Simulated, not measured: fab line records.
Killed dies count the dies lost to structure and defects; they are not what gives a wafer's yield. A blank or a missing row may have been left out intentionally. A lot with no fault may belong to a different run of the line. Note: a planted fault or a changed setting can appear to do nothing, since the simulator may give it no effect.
A struck lot beside a sound one    flow nand harc    14 steps out of a route of 1159
Sound: these wafers, L424.1, L424.5, L424.6. Struck: wafers L434.2, L434.5, L434.6. At the end, the cause is stated.
Order at every step that has rows: each side's tool, ch and its chambers, its first start. Under that, the readings that differ: sound wafers    struck wafers    difference of the means    sigmas: that difference in standard deviations of wafers without a fault.
alike: same words and numbers on both sides, and readings whose means sit less than 2 such deviations apart. not compared: any withheld reading, any reading some wafer has no value for, any bound like >300 that may hide the same value, and any number with overlapping values for which the record gives no deviation.
The two part at a step that has a row with sigmas, a row that says differs or no value, or rows on one side only. Non-overlapping numbers with no deviation appear without sigmas and do not part them. A reading missing from all wafers of one side parts the sides only when that side holds two or more wafers.

first, 1 step without rows for these wafers: NHARC_A_BLC_SRD_27.
NHARC_A_BLC_INSPECT_28:
  struck on defect inspect-01, day 21 16:17; sound on defect inspect-01, day 19 04:47
  alike: raw defect count
then, 9 steps without rows for these wafers: NHARC_A_M0_DEP_00 (deposits SiOC, target thk 150 nm); NHARC_A_M0_DEHYDRATE_01 (time 120 s); NHARC_A_M0_HMDS_02 (time 30 s); NHARC_A_M0_COAT_33 (time 65 s); NHARC_A_M0_COAT_03 (resist thk 90 nm); NHARC_A_M0_SOFTBAKE_04 (time 55 s); NHARC_A_M0_EBR_05; NHARC_A_M0_EXPOSE_06 (exposes mask A M0, target cd 80 nm); NHARC_A_M0_PEB_07 (peb time 65 s).
NHARC_A_M0_DEVELOP_08: develop time 35 s.
  sound on litho track-06 ch 0, day 19 05:00; struck on litho track-01 ch 0, day 21 17:00
reading               sound              struck             difference  sigmas
developer temp C (C)  22.97 22.90 22.84  24.10 23.96 24.07  +1.14       +10
NHARC_A_M0_CD_MEAS_09: target cd 80 nm.
  sound on cd sem-01 ch 0, day 19 05:41; struck on cd sem-02 ch 0, day 21 17:12
  alike: cd nm
NHARC_END_SORT_01:
  the record has rows for the sound wafers here (prober-02 ch 0, day 20 22:23) and none for the struck ones

## WHERE THEY PART
Last at NHARC_END_SORT_01 as far as this record goes, first at NHARC_A_M0_DEVELOP_08.

WHY: the cause the simulator had injected
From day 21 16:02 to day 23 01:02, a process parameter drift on litho track-01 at NHARC_A_M0_DEVELOP_08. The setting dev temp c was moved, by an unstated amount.
